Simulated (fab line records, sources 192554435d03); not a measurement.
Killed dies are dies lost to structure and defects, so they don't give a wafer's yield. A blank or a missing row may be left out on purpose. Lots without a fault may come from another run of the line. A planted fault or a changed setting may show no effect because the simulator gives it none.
A struck lot beside a sound one | flow n5_finfet | 37 steps out of a route of 1938
Sound: wafers L376.1, L376.3, L376.5. Struck: wafer L384.4. (L384.3 of the same lot was not struck and is left out.) The cause comes at the end.
At each step with rows: each side's tool, then ch and its chambers, then its first start. Under that, the readings that differ: sound wafers | struck wafers | difference of the means | sigmas: that difference in standard deviations of wafers without a fault.
alike: readings whose means differ by less than 2 such deviations, and words and numbers that are the same on both sides. not compared: withheld readings, readings that some wafer has no value for, bounds like >300 that may hide the same value, and numbers for which the record gives no deviation and whose values overlap.
The two part at a step that has a row with sigmas, a row that says differs or no value, or rows on one side only. Numbers that don't overlap but have no deviation are shown without sigmas and don't part them. A reading that every wafer of one side lacks parts them only if that side has two wafers or more.

first, 8 steps without rows for these wafers: N5_MOL_CONTACT_COAG_SRD_139 (time 30 s); N5_MOL_CONTACT_COAG_PRE_CLEAN_121; N5_MOL_CONTACT_COAG_CVD_140 (deposits W, target thk 66.5 nm, time 215 s); N5_MOL_CONTACT_COAG_PRECLEAN_127 (cleans in DIW, time 57.5 s); N5_MOL_CONTACT_COAG_SRD_128 (dry time 32 s); N5_MOL_CONTACT_COAG_CMP_52 (polishes, stops on SiO2, t overpolish 1.5 s, target thk 66.5 nm); N5_MOL_CONTACT_COAG_ANNEAL_112 (time 1800 s); N5_BEOL_M0_SAQP_PECVD_00 (deposits SiCN from 3MS/NH3, target thk 8 nm, time 14 s).
N5_BEOL_M0_SAQP_ILD_DEP_01: deposits SiOC from DEMS/O2, target thk 45.419 nm, time 8.7 s.
  sound on pecvd-02 ch 0,2, day 7 18:22; struck on pecvd-02 ch 0, day 9 18:14
  reading                                           | sound          | struck | difference | sigmas
  model.SiOC_of_BEOL_M0_SAQP_ILD_DEP_01.thk_nm (nm) | 45.2 45.6 45.6 | 33.6   | -11.9      |
  alike: heater_power_w, showerhead_plenum_p_Torr, throttle_valve_pct
then, 25 steps without rows for these wafers: N5_BEOL_M0_SAQP_HM_DEP_02 (deposits TiN, target thk 12 nm); N5_BEOL_M0_SAQP_PECVD_03 (deposits SiCN from 3MS/NH3, target thk 12 nm, time 21.1 s); N5_BEOL_M0_SAQP_PECVD_96 (deposits a-Si from SiH4/He, target thk 45 nm, time 45.2 s); N5_BEOL_M0_SAQP_PECVD_97 (deposits SiNx from SiH4/NH3/N2, target thk 23 nm, time 19.9 s); N5_BEOL_M0_SAQP_PECVD_04 (deposits a-Si from SiH4/He, target thk 60 nm, time 60.2 s); N5_BEOL_M0_SAQP_HM_DEP_111 (deposits SiO2 from SiH4/N2O, target thk 12 nm, time 7.2 s); N5_BEOL_M0_SAQP_COAT_81 (time 60 s, resist thk 100 nm); N5_BEOL_M0_SAQP_COAT_82 (time 60 s, resist thk 30 nm); N5_BEOL_M0_SAQP_COAT_08 (resist thk 90 nm); N5_BEOL_M0_SAQP_EBR_10; N5_BEOL_M0_SAQP_SOFTBAKE_09 (time 60 s); N5_BEOL_M0_SAQP_EXPOSE_11 (exposes mask M0 CORE, target cd 42 nm); N5_BEOL_M0_SAQP_PEB_12 (peb time 60 s); N5_BEOL_M0_SAQP_DEVELOP_13 (develop time 30 s); N5_BEOL_M0_SAQP_DESCUM_19 (chemistry O2, time 7.9 s); N5_BEOL_M0_SAQP_ETCH_83 (etches SiARC in CF4, target depth 39 nm, time 65 s); N5_BEOL_M0_SAQP_ETCH_84 (etches SOC in N2/H2, target depth 100 nm, overetch 20 nm, time 150 s); N5_BEOL_M0_SAQP_STRIP_80 (strips in N2/H2); N5_BEOL_M0_SAQP_HM_OPEN_112 (chemistry CHF3/O2, target SiO2, stops on a-Si, target depth 12 nm, time 13.5 s); N5_BEOL_M0_SAQP_STRIP_113 (strips in CHF3/O2); N5_BEOL_M0_SAQP_MANDREL_ETCH_20 (etches a-Si in HBr/Cl2, stops on SiNx, target depth 60 nm, bt time 10 s, time 30 s); N5_BEOL_M0_SAQP_STRIP_86 (strips in N2/H2); N5_BEOL_M0_SAQP_STRIP_115 (strips in post etch residue remover, time 60 s); N5_BEOL_M0_SAQP_SRD_93 (time 30 s); N5_BEOL_M0_SAQP_RECESS_114 (chemistry HF/NH3, target SiO2, target depth 14.4 nm, afs cycles 3, sublimation time 60 s).
N5_BEOL_M0_CMP_120: polishes, stops on SiOC, t overpolish 6.9 s.
  sound on cmp-02 ch 0,1, day 8 05:49; struck on cmp-02 ch 0, day 10 08:51
  reading                                           | sound        | struck | difference | sigmas
  model.SiOC_of_BEOL_M0_SAQP_ILD_DEP_01.thk_nm (nm) | 39 39.4 39.4 | 27.6   | -11.7      |
  alike: barrier_field_endpoint_s, motor_current_A, overpolish_run_s, platen_rpm, time_to_endpoint_s
N5_BEOL_M0_RS_MEAS_126: measures by four-point-probe.
  sound on film_metro-02, day 8 06:22; struck on film_metro-01, day 10 09:27
  reading        | sound             | struck | difference | sigmas
  M0_RS (ohm/sq) | 0.511 0.501 0.498 | 0.706  | +0.203     | +11
-- the record jumps here: 2 days lie between the struck wafers' starts before and after (it left off in module BEOL_M0 and takes up again in module BEOL_M4, whose first step shown is number 1111 of the route) --
N5_BEOL_M4_RC_MEAS_101:
  sound on prober-01 ch 0, day 10 09:54; struck on prober-01 ch 0, day 12 15:08
  reading        | sound          | struck | difference | sigmas
  DIBL_N (mV/V)  | 34.1 33.8 32.5 | 38.2   | +4.7       | +2
  IOFF_N (nA/um) | 0.14 0.12 0.11 | 0.21   | +0.09      | +2
  SS_N (mV/dec)  | 71.2 70.9 70.3 | 73.7   | +2.9       | +4
  alike: DIBL_P, IOFF_P, ION_N, ION_P, SS_P, VT_N, VT_P

WHERE THEY PART
First at N5_BEOL_M0_RS_MEAS_126; last, within this record, at N5_BEOL_M4_RC_MEAS_101.

WHY: what the simulator had put in
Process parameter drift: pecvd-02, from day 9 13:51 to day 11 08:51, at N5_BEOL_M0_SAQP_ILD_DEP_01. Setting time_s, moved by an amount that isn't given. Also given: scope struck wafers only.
